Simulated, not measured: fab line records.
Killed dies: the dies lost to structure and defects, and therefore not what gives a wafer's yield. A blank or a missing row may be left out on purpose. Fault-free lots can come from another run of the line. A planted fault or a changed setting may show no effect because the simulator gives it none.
A lot that was struck, set against a sound lot + flow n5-finfet + 16 steps out of a route of 1938
Sound: the wafers L911.1, L911.5, L911.6. Struck: wafers L927.2, L927.4, L927.5. The cause is named last.
At each step with rows: each side's tool, then ch and its chambers, then its first start. Under that, the readings that differ: sound wafers + struck wafers + difference of the means + sigmas: that difference in standard deviations of wafers without a fault.
alike: words and numbers the same on both sides, and readings whose means are apart by under 2 such deviations; not compared: readings that were withheld, readings missing a value for some wafer, numbers with overlapping values and no deviation given by the record, and bounds like >300 which may hide the same value.
The two part at a step that has a row with sigmas, a row that says differs or no value, or rows on one side only. Numbers that have no deviation but don't overlap get no sigmas and don't part them. Lack of a reading on every wafer of one side parts them only where that side has two or more wafers.

N5_BEOL_M1_PRE_CLEAN_60: time 15 s.
  sound on cvd-co-02 ch 0,1, day 7 21:05; struck on cvd-co-02 ch 0,1,2, day 11 17:18
  alike: heater-power-w
N5_BEOL_M1_CO_CAP_55: material Co, precursor CCTBA/H2, target thk 2 nm, time 102.1 s.
  sound on cvd-co-02 ch 0,1, day 7 21:07; struck on cvd-co-02 ch 0,1,2, day 11 17:20
  alike: heater-power-w
then, 1 step without rows for these wafers: N5_BEOL_M1_PRE_CLEAN_56 (time 15 s).
N5_BEOL_M1_DEP_57: deposits SiCN from 3MS/NH3, target thk 8 nm, time 14 s.
  sound on pecvd-04 ch 1,2, day 7 21:14; struck on pecvd-01 ch 0,1,2, day 11 17:28
  alike: showerhead-plenum-p-Torr, throttle-valve-pct
N5_BEOL_M1_RS_MEAS_58: uses a four-point probe to measure.
  sound on film-metro-01 at day 7 21:19; struck on film-metro-01 at day 11 17:32
  alike: M1_RS
N5_BEOL_M1_INSPECT_59: inspects for defects (darkfield).
  sound on defect-inspect-02 at day 7 21:20; struck on defect-inspect-01 at day 11 17:33
  alike: raw-defect-count
N5_BEOL_M2_ILD_DEP_00: deposits SiOC from DEMS/O2, target thk 79 nm, time 15.3 s.
  sound on pecvd-01 ch 0,1,2, day 7 21:22; struck on pecvd-03 ch 0,1,2, day 11 17:35
  alike: heater-power-w, showerhead-plenum-p-Torr, throttle-valve-pct
N5_BEOL_M2_THK_MEAS_01:
  sound on film-metro-01 at day 7 21:26; struck on film-metro-01 at day 11 17:40
  alike: M2_ILD_THK
N5_BEOL_M2_PECVD_72: deposits SiO2 from TEOS/O2, target thk 16 nm, time 18 s.
  sound on pecvd-02 ch 0,2, day 7 21:29; struck on pecvd-01 ch 0,1, day 11 17:41
| reading                | sound          | struck         | difference | sigmas |
|------------------------|----------------|----------------|------------|--------|
| throttle-valve-pct (%) | 22.4 22.3 22.6 | 25.1 23.7 25.2 | +2.2       | +2     |
  alike: heater-power-w, showerhead-plenum-p-Torr
then, 3 steps without rows for these wafers: N5_BEOL_M2_HM_DEP_02 (deposits TiN, target thk 20 nm); N5_BEOL_M2_COAT_61 (time 60 s, resist thk 60 nm); N5_BEOL_M2_COAT_62 (time 60 s, resist thk 12 nm).
N5_BEOL_M2_COAT_73: time 60 s, resist thk 5 nm.
  sound on litho-track-02 ch 0, day 7 21:43; struck on litho-track-04 ch 0, day 11 18:02
| reading                  | sound                | struck               | difference | sigmas |
|--------------------------|----------------------|----------------------|------------|--------|
| heater-power-total-W (W) | 390.2 391.0 392.8    | 422.1 420.9 419.0    | +29.3      | +23    |
| plate-temp-C (C)         | 204.86 204.95 205.02 | 217.57 217.49 217.43 | +12.55     | +90    |
then, 1 step without rows for these wafers: N5_BEOL_M2_COAT_05 (resist thk 30 nm).
N5_BEOL_M4_RC_MEAS_101:
  sound on prober-02 ch 0, day 9 01:46; struck on prober-01 ch 0, day 13 10:53
  alike: DIBL_N, DIBL_P, IOFF_N, IOFF_P, ION_N, ION_P, SS_N, SS_P, VT_N, VT_P
-- record jumps: 4 days separate the struck wafers' starts on either side; left off in module BEOL_M4, taken up again in module PASSIVATION, whose first shown step is the route's number 1936 --
N5_PASSIVATION_PROBE_49:
  sound on prober-02 at day 13 18:31; struck on prober-01 at day 17 15:01
| reading            | sound    | struck  | difference | sigmas |
|--------------------|----------|---------|------------|--------|
| killed-at-contacts | 41 28 20 | 16 8 17 | -16        | -2     |
  alike: defect-limited-yield, killed_at_M0_to_M3, killed_at_M4_up, killed-at-front-end, killed-at-other, killed-dies, killed-on-rim, killed-open, killed-short, sort_bin_5_function, sort_bin_6_memory, sort-n-pass, sort-yield-pct

## WHERE THEY PART
First at N5_BEOL_M2_PECVD_72; last, within this record, at N5_PASSIVATION_PROBE_49.

WHY: what the simulator had put in
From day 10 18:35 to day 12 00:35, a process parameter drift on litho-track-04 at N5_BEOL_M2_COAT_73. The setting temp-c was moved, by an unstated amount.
